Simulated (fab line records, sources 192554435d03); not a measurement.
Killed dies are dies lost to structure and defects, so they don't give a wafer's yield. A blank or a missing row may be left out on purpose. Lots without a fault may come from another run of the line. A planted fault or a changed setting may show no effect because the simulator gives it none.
Split-lot experiment | flow n5_finfet | 7 lots, 39 wafers read, on a route of 1938 steps

THE SPLIT
At N5_MOL_CONTACT_COAG_CVD_140 (deposits W, target thk 66.5 nm, time 215 s), the setting target_thk_a was moved away from the recipe's 665 angstrom on 15 of the 39 wafers read, by -6.2% to +12.6%. The other wafers ran this setting at the recipe's value.

The reading is taken at the split's own step.

THE READING
W_of_MOL_CONTACT_COAG_CVD_140.thk_nm (the simulator's own value, which no gauge read), in nm, at N5_MOL_CONTACT_COAG_CVD_140 (deposits W, target thk 66.5 nm, time 215 s). The file gives no usual value for it. The 24 wafers here that ran the recipe average 66.1 nm, standard deviation 0.65 nm.

wafer  | tool, chamber at the split | target_thk_a as run, angstrom | against the recipe | W_of_MOL_CONTACT_COAG_CVD_140.thk_nm, nm | against lot-mates on the recipe
L076.1 | cvd_w-02, 1                | 665                           | recipe             | 67.2                                     | -
L076.2 | cvd_w-02, 0                | 749.1                         | +12.6%             | 75.8                                     | +8.9
L076.3 | cvd_w-02, 1                | 665                           | recipe             | 66.6                                     | -
L076.4 | cvd_w-02, 0                | 749.1                         | +12.6%             | 73.4                                     | +6.5
L076.5 | cvd_w-02, 0                | 665                           | recipe             | 67                                       | -
L076.6 | cvd_w-02, 1                | 749.1                         | +12.6%             | 76.4                                     | +9.5
L080.1 | cvd_w-01, 0                | 734                           | +10.4%             | 72.6                                     | +5.9
L080.2 | cvd_w-01, 1                | 665                           | recipe             | 67.2                                     | -
L080.3 | cvd_w-01, 0,1              | 665                           | recipe             | 66.4                                     | -
L080.5 | cvd_w-01, 0,1              | 665                           | recipe             | 66.4                                     | -
L080.4 | cvd_w-01, 1                | 734                           | +10.4%             | 74.6                                     | +7.9
L080.6 | cvd_w-01, 0                | 734                           | +10.4%             | 72.4                                     | +5.7
L083.1 | cvd_w-02, 1                | 665                           | recipe             | 67.4                                     | -
L083.2 | cvd_w-02, 0                | 665                           | recipe             | 65.8                                     | -
L083.4 | cvd_w-02, 0                | 665                           | recipe             | 65.8                                     | -
L083.3 | cvd_w-02, 1                | 665                           | recipe             | 66.4                                     | -
L083.5 | cvd_w-02, 1                | 665                           | recipe             | 67                                       | -
L083.6 | cvd_w-02, 0                | 665                           | recipe             | 65.4                                     | -
L086.2 | cvd_w-01, 1                | 665                           | recipe             | 65.6                                     | -
L086.3 | cvd_w-01, 1                | 665                           | recipe             | 65.2                                     | -
L086.5 | cvd_w-01, 1                | 665                           | recipe             | 65.4                                     | -
L088.1 | cvd_w-01, 1                | 665                           | recipe             | 66                                       | -
L088.2 | cvd_w-01, 0                | 717.3                         | +7.9%              | 71.6                                     | +5.7
L088.3 | cvd_w-01, 0                | 665                           | recipe             | 65.8                                     | -
L088.6 | cvd_w-01, 0                | 665                           | recipe             | 65.8                                     | -
L088.4 | cvd_w-01, 1                | 717.3                         | +7.9%              | 70.6                                     | +4.7
L088.5 | cvd_w-01, 1                | 717.3                         | +7.9%              | 70.8                                     | +4.9
L091.1 | cvd_w-01, 1,0,1            | 716.9                         | +7.8%              | 70.6                                     | +4.9
L091.2 | cvd_w-01, 1,0,1            | 716.9                         | +7.8%              | 70.6                                     | +4.9
L091.6 | cvd_w-01, 1,0,1            | 716.9                         | +7.8%              | 70.6                                     | +4.9
L091.3 | cvd_w-01, 0                | 665                           | recipe             | 66                                       | -
L091.4 | cvd_w-01, 1                | 665                           | recipe             | 65.6                                     | -
L091.5 | cvd_w-01, 0                | 665                           | recipe             | 65.4                                     | -
L097.1 | cvd_w-01, 1                | 665                           | recipe             | 65.8                                     | -
L097.2 | cvd_w-01, 0                | 623.7                         | -6.2%              | 61.2                                     | -4.4
L097.3 | cvd_w-01, 0                | 623.7                         | -6.2%              | 60.8                                     | -4.8
L097.4 | cvd_w-01, 1                | 665                           | recipe             | 65.6                                     | -
L097.5 | cvd_w-01, 0                | 665                           | recipe             | 65.4                                     | -
L097.6 | cvd_w-01, 1                | 623.7                         | -6.2%              | 61.6                                     | -4.0
Where a row lists several chambers, the file gives one row for several wafers and doesn't say which wafer went through which chamber.

THE FIT
A straight line over all 39 wafers: W_of_MOL_CONTACT_COAG_CVD_140.thk_nm changes by +0.694 nm for each +1% of target_thk_a; r = +0.98; the points scatter about the line by 0.79 nm.
The same after taking each lot's own level away (the mean of its wafers on the recipe; 39 wafers): +0.654 nm for each +1%; r = +0.99; scatter 0.6 nm.
On that fit, the largest move of target_thk_a shifts the reading by 8.3 nm.
The lots' own levels span 65.40 to 66.93 nm, that is 2.3 times the standard deviation above.
So the lot-to-lot level changes the slope little: the two slopes agree.
Check: with one of the wafers moved furthest among these (+12.6%) left out of the fit, the line predicts +8.12 nm for it against its lot-mates. It came out at +8.87 nm against them.

OTHER SPLITS ON THESE WAFERS
These wafers also went through other splits before the reading. Each is held against what the fit with the lots' levels taken away leaves over:
other split on the same wafers       | wafers away from the commonest value | r with W_of_MOL_CONTACT_COAG_CVD_140.thk_nm (lot level and that fit taken away)
N5_DUMMY_GATE_HM_DEP_06 target_thk_a | 33                                   | -0.08
N5_DUMMY_GATE_EXPOSE_12 dose_mj      | 12                                   | +0.14
N5_DUMMY_GATE_ETCH_31 target_depth_a | 15                                   | +0.22
N5_DUMMY_GATE_ETCH_32 time_s         | 18                                   | -0.02

THE FILE'S OWN FIT
W_of_MOL_CONTACT_COAG_CVD_140.thk_nm changes by +0.649 nm for each +1% of target_thk_a, r = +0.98.
